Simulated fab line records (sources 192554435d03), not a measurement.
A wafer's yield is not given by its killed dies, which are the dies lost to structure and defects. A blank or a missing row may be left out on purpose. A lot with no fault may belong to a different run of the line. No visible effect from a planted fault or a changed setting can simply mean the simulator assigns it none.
fab line records	flow n5-finfet	part 2 of 2: steps 5 to 6 of 6
record lots=21	wafers=63	last-day=19
route steps=1938 shown BEOL_M0_CUTY@713 BEOL_M0@721 BEOL_M1@751
lots that met no fault: taken from a fault-free run of the same line
start-h: start of the lot's first displayed wafer, in hours after the record's first day	wait-h: time in hours since the lot's previous step	" as in the row above	L1.1+2: a single row standing in for several wafers	- either no value or no given start	* or withheld: withheld	< > ~ a bound
route shown NAME@n: names a module that has steps shown in the file, with the first one's number in the route	usual: mean/standard deviation taken from wafers without a fault	same: alike in all rows	chamber/n: place in a boat	sites: per-site readings	_std_site: the standard deviation of these	_edge_site: outer sites' mean less inner sites'	radius-mm: for every site, how far away it sits from the centre of the wafer	mask NAME#n: copy n	behind: the last tool/chamber to shape the wafer	hold: cause of the lot's hold/its duration in hours/its outcome	device: the transistor (n, p or np) that didn't switch	end of line: the tests these same wafers got at the end of their route	where a step has no rows: the recipe by itself	killed: count of dies lost to structure and defects at first sort (not the wafer's yield)	map: the dies of a wafer, with x for killed, . for not killed, _ for no die there
set.NAME: the setting that was run; set.NAME@STEP: the one run at that earlier step	model.NAME: the simulator's own value behind a step, which no gauge read
steps of the route over a sample of lots; a table a step, a row a wafer
services: when a tool's chamber went out of use (start-h, in hours from the record's first day, below 0 if earlier), for how many hours, and the reason
## steps
# step N5_BEOL_M1_ETCH_70
# recipe chemistry=N2/H2	target=SOC	target-depth-a=800	overetch-a=160	mask-material=SiARC	temp-c=40	time-s=120	ion-energy-ev=200	pressure-mtorr=30	source-w=840	bias-w=150	n2-flow-sccm=200	h2-flow-sccm=200
# usual drypump-motor-current-A=5.8/0.45	oes-product-au=0.61/0.072	rf-vpp-V=523.7/2.8	showerhead-plenum-p-Torr=2.53/0.1	throttle-valve-pct=17.94/0.21
lot.wafer	tool	chamber	start-h	wait-h	drypump-motor-current-A	oes-product-au	rf-hours-counter-h	rf-vpp-V	showerhead-plenum-p-Torr	throttle-valve-pct
L074.1	rie-diel-02	2	133.02	0.0	5.3	0.62	101	521.6	2.45	17.76
L074.3	"	3	"	"	5.2	0.70	25	524.9	2.59	18.10
L074.6	"	0	"	"	6.1	0.54	-	525.0	2.62	17.76
L077.1	rie-diel-06	3	143.31	0.0	6.0	0.55	187	521.1	2.41	17.98
L077.4	"	1	"	"	6.5	0.58	163	523.4	2.52	18.10
L077.5	"	2	"	"	6.1	0.76	-	525.9	2.61	17.84
L076.1	rie-diel-05	3	147.27	0.0	5.2	0.55	191	524.0	2.53	17.59
L076.4	"	1	"	"	5.7	0.54	213	527.2	2.63	18.01
L076.5	"	2	"	"	6.0	0.59	-	526.3	2.67	18.28
L078.1	rie-diel-02	1	153.20	0.0	6.6	0.70	16	529.4	2.72	17.73
L078.3	"	3	"	"	5.2	0.70	30	526.7	2.59	18.11
L078.4	"	0	"	"	6.1	0.54	240	525.3	2.62	17.77
L079.1	rie-diel-05	3	166.33	0.0	5.2	0.56	195	523.5	2.53	17.64
L079.4	"	2	"	"	6.0	0.59	133	526.0	2.67	18.28
L079.6	"	0	"	"	5.8	0.54	-	523.6	2.49	18.08
L080.1	rie-diel-06	0	178.20	0.0	5.3	0.59	120	519.2	2.35	18.03
L080.4	"	1	"	"	6.4	0.58	-	523.2	2.52	18.09
L080.6	"	2	"	"	6.1	0.73	-	524.9	2.60	17.84
L081.1	rie-diel-06	0	187.36	0.0	5.2	0.59	123	518.9	2.35	18.03
L081.3	"	3	"	"	6.0	0.54	198	519.3	2.40	17.99
L081.4	"	1	"	"	6.5	0.57	175	523.7	2.52	18.10
L082.3	rie-diel-06	1	187.75	0.0	6.5	0.58	175	523.4	2.52	18.11
L082.4	"	0	"	"	5.3	0.59	123	518.3	2.35	18.03
L082.6	"	1	"	"	6.5	0.57	-	524.5	2.52	18.10
L083.2	rie-diel-02	3	195.39	0.0	5.2	0.68	40	525.1	2.59	18.13
L083.4	"	2	"	"	5.3	0.60	117	520.9	2.45	17.76
L083.6	"	3	"	"	5.2	0.67	-	525.2	2.59	18.12
L084.1	rie-diel-05	2	197.93	0.0	6.0	0.58	144	525.9	2.66	18.31
L084.4	"	3	"	"	5.2	0.55	-	523.8	2.52	17.64
L084.6	"	1	"	"	5.7	0.53	-	525.2	2.63	18.03
L085.2	rie-diel-02	2	205.18	0.0	5.3	0.60	121	522.1	2.45	17.78
L085.3	"	3	"	"	5.2	0.67	45	524.7	2.59	18.11
L085.4	"	2	"	"	5.3	0.60	-	520.4	2.45	17.80
L086.1	rie-diel-05	3	210.45	0.0	5.2	0.55	212	524.6	2.52	17.64
L086.5	"	1	"	"	5.7	0.53	-	526.0	2.62	18.04
L086.6	"	0	"	"	5.8	0.75	-	522.0	2.49	17.69
L087.1	rie-diel-05	3	211.13	0.0	5.2	0.55	212	522.0	2.52	17.65
L087.2	"	2	"	"	6.0	0.58	150	527.5	2.66	18.31
L087.5	"	0	"	"	5.8	0.75	-	523.0	2.48	17.71
L089.2	rie-diel-06	0	222.99	0.0	5.3	0.58	138	516.9	2.35	18.06
L089.3	"	3	"	"	6.0	0.54	210	519.5	2.40	18.02
L089.6	"	0	"	"	5.3	0.59	-	518.0	2.35	18.07
L090.3	rie-diel-02	2	227.05	0.0	5.3	0.60	131	521.6	2.44	17.81
L090.4	"	1	"	"	6.6	0.65	40	528.3	2.71	17.77
L090.5	"	3	"	"	5.2	0.67	-	525.8	2.58	18.15
L091.1	rie-diel-05	3	234.61	0.0	5.2	0.54	218	522.8	2.52	17.67
L091.2	"	1	"	"	5.6	0.52	240	525.7	2.62	18.06
L091.6	"	3	"	"	5.1	0.54	-	523.4	2.52	17.65
L092.1	rie-diel-06	3	240.84	0.0	6.0	0.54	217	520.5	2.40	18.03
L092.2	"	1	"	"	6.5	0.56	191	524.4	2.51	18.13
L092.6	"	2	"	"	6.1	0.68	-	525.2	2.59	17.90
L093.1	rie-diel-02	1	243.55	0.0	6.6	0.65	45	527.5	2.70	17.78
L093.4	"	3	"	"	5.2	0.66	60	524.0	2.58	18.17
L093.6	"	0	"	"	6.2	0.72	-	524.9	2.61	17.33
L094.1	rie-diel-06	0	251.33	0.0	5.3	0.58	148	517.8	2.34	18.07
L094.2	"	2	"	"	6.1	0.68	35	525.6	2.59	17.89
L094.5	"	3	"	"	6.0	0.54	-	520.1	2.39	18.03
L096.2	rie-diel-06	1	268.13	0.0	6.5	0.56	199	523.1	2.51	18.15
L096.4	"	0	"	"	5.3	0.57	153	518.8	2.34	18.10
L096.5	"	3	"	"	6.0	0.53	-	520.0	2.39	18.05
L097.2	rie-diel-05	0	272.14	0.0	5.8	0.70	23	523.3	2.48	17.73
L097.3	"	3	"	"	5.2	0.54	233	523.3	2.51	17.69
L097.6	"	2	"	"	6.0	0.56	-	525.7	2.65	18.34
# step N5_BEOL_M1_VIA_ETCH_34
# recipe chemistry=C4F6/O2	target-depth-a=678	mask-material=SOC	pressure-mtorr=15	ion-energy-ev=250	taper-deg=4	time-s=64.4	source-w=350	bias-w=170	Ar_flow_sccm=300	C4F6_flow_sccm=10	O2_flow_sccm=10
# usual drypump-motor-current-A=5.8/0.45	mfc-ar-sccm=299.9/0.87	oes-product-au=0.80/0.098	rf-vpp-V=672/9.8	showerhead-plenum-p-Torr=2.83/0.1	throttle-valve-pct=30.88/0.28
lot.wafer	tool	chamber	start-h	wait-h	drypump-motor-current-A	mfc-ar-sccm	oes-product-au	rf-hours-counter-h	rf-vpp-V	showerhead-plenum-p-Torr	throttle-valve-pct
L074.1	rie-diel-02	2	133.12	0.0	5.3	299.7	0.83	101	685	2.76	30.85
L074.3	"	3	"	"	5.2	300.8	0.93	25	667	2.90	31.25
L074.6	"	0	"	"	6.2	299.1	0.71	-	667	2.93	30.63
L077.1	rie-diel-06	3	143.41	0.0	6.0	300.5	0.71	187	690	2.73	31.07
L077.4	"	1	"	"	6.5	299.4	0.76	163	661	2.83	30.93
L077.5	"	2	"	"	6.1	299.4	0.96	-	674	2.89	30.77
L076.1	rie-diel-05	3	147.37	0.0	5.2	300.3	0.72	191	672	2.82	30.29
L076.4	"	1	"	"	5.7	298.7	0.69	213	670	2.93	30.90
L076.5	"	2	"	"	6.0	301.0	0.78	-	660	2.97	31.17
L078.1	rie-diel-02	1	153.30	0.0	6.5	300.0	0.92	16	687	3.00	30.49
L078.3	"	3	"	"	5.2	300.6	0.93	30	668	2.90	31.25
L078.4	"	0	"	"	6.1	299.6	0.70	240	665	2.93	30.61
L079.1	rie-diel-05	3	166.43	0.0	5.1	300.4	0.72	195	674	2.82	30.29
L079.4	"	2	"	"	6.0	299.2	0.76	133	659	2.97	31.18
L079.6	"	0	"	"	5.8	300.4	0.70	-	665	2.81	31.13
L080.1	rie-diel-06	0	178.30	0.0	5.3	298.7	0.78	120	662	2.62	30.99
L080.4	"	1	"	"	6.5	299.6	0.75	-	661	2.83	30.91
L080.6	"	2	"	"	6.1	300.5	0.93	-	674	2.89	30.78
L081.1	rie-diel-06	0	187.46	0.0	5.2	299.6	0.78	123	663	2.62	30.99
L081.3	"	3	"	"	6.0	299.1	0.70	198	689	2.73	31.06
L081.4	"	1	"	"	6.5	300.3	0.75	175	660	2.83	30.94
L082.3	rie-diel-06	1	187.85	0.0	6.5	298.9	0.76	175	660	2.82	30.94
L082.4	"	0	"	"	5.3	302.5	0.78	123	663	2.62	30.98
L082.6	"	1	"	"	6.5	299.0	0.76	-	662	2.82	30.91
L083.2	rie-diel-02	3	195.49	0.0	5.3	301.1	0.89	40	669	2.89	31.27
L083.4	"	2	"	"	5.3	299.5	0.80	117	686	2.76	30.85
L083.6	"	3	"	"	5.2	300.7	0.89	-	667	2.89	31.26
L084.1	rie-diel-05	2	198.03	0.0	6.0	300.0	0.76	144	659	2.96	31.20
L084.4	"	3	"	"	5.2	301.6	0.71	-	672	2.81	30.31
L084.6	"	1	"	"	5.6	300.4	0.68	-	670	2.93	30.92
L085.2	rie-diel-02	2	205.28	0.0	5.3	299.2	0.80	121	684	2.75	30.87
L085.3	"	3	"	"	5.2	300.0	0.90	45	668	2.89	31.25
L085.4	"	2	"	"	5.3	300.5	0.81	-	683	2.75	30.85
L086.1	rie-diel-05	3	210.55	0.0	5.1	299.1	0.71	212	672	2.81	30.31
L086.5	"	1	"	"	5.6	300.9	0.67	-	671	2.93	30.92
L086.6	"	0	"	"	5.8	300.6	0.99	-	666	2.81	30.99
L087.1	rie-diel-05	3	211.23	0.0	5.2	299.1	0.71	212	671	2.81	30.31
L087.2	"	2	"	"	6.0	299.9	0.76	150	658	2.96	31.19
L087.5	"	0	"	"	5.8	299.9	0.98	-	666	2.81	30.99
L089.2	rie-diel-06	0	223.09	0.0	5.2	299.3	0.76	138	662	2.61	31.00
L089.3	"	3	"	"	6.0	299.9	0.69	210	690	2.72	31.08
L089.6	"	0	"	"	5.3	299.1	0.76	-	661	2.62	31.01
L090.3	rie-diel-02	2	227.15	0.0	5.3	298.2	0.80	131	684	2.75	30.87
L090.4	"	1	"	"	6.6	300.4	0.87	40	688	2.99	30.53
L090.5	"	3	"	"	5.2	300.0	0.88	-	669	2.89	31.26
L091.1	rie-diel-05	3	234.72	0.0	5.2	299.8	0.71	218	672	2.81	30.35
L091.2	"	1	"	"	5.6	297.8	0.67	240	669	2.92	30.93
L091.6	"	3	"	"	5.2	300.6	0.70	-	670	2.81	30.32
L092.1	rie-diel-06	3	240.94	0.0	6.0	300.0	0.69	217	689	2.72	31.08
L092.2	"	1	"	"	6.5	300.1	0.73	191	660	2.82	30.94
L092.6	"	2	"	"	6.1	300.6	0.90	-	674	2.88	30.80
L093.1	rie-diel-02	1	243.65	0.0	6.6	300.8	0.85	45	687	2.99	30.51
L093.4	"	3	"	"	5.3	299.5	0.87	60	669	2.88	31.28
L093.6	"	0	"	"	6.2	300.1	0.96	-	667	2.92	30.23
L094.1	rie-diel-06	0	251.43	0.0	5.2	300.3	0.76	148	660	2.61	31.02
L094.2	"	2	"	"	6.1	298.2	0.88	35	674	2.87	30.81
L094.5	"	3	"	"	6.0	300.3	0.69	-	687	2.72	31.10
L096.2	rie-diel-06	1	268.23	0.0	6.5	297.8	0.74	199	661	2.81	30.95
L096.4	"	0	"	"	5.3	300.6	0.76	153	662	2.61	31.02
L096.5	"	3	"	"	6.0	299.0	0.69	-	688	2.71	31.10
L097.2	rie-diel-05	0	272.24	0.0	5.8	299.0	0.92	24	667	2.80	31.01
L097.3	"	3	"	"	5.2	301.0	0.69	233	672	2.80	30.33
L097.6	"	2	"	"	6.0	300.5	0.74	-	659	2.95	31.22
## services
tool	chamber	start-h	hours	kind
rie-diel-01	0	100.51	13.7	repair
pecvd-03	2	101.61	3.9	repair
pecvd-03	0	103.00	14.9	repair
rie-diel-04	2	110.41	45.9	repair
rie-diel-04	-	115.75	0.4	repair
rie-diel-06	0	117.80	3.6	repair
pecvd-02	0	125.05	9.5	repair
rie-diel-02	-	145.67	1.1	repair
rie-diel-04	1	156.64	-	clean
rie-diel-04	1	156.64	-	consumable-replace:focus-ring
rie-diel-04	0	159.67	9.2	repair
rie-diel-04	3	166.89	6.3	repair
rie-diel-06	3	177.16	1.4	repair
pecvd-03	-	179.32	2.1	repair
rie-diel-06	1	192.14	6.6	repair
rie-diel-01	2	196.01	16.2	repair
rie-diel-06	3	210.04	5.9	repair
rie-diel-05	-	215.11	2.8	pm
pvd-sputter-02	-	228.43	5.9	repair
pecvd-03	-	229.72	4.3	pm
rie-diel-01	0	236.26	2.0	repair
pecvd-03	0	236.89	5.9	repair
rie-diel-01	1	242.72	9.3	repair
rie-diel-03	1	252.93	10.3	repair
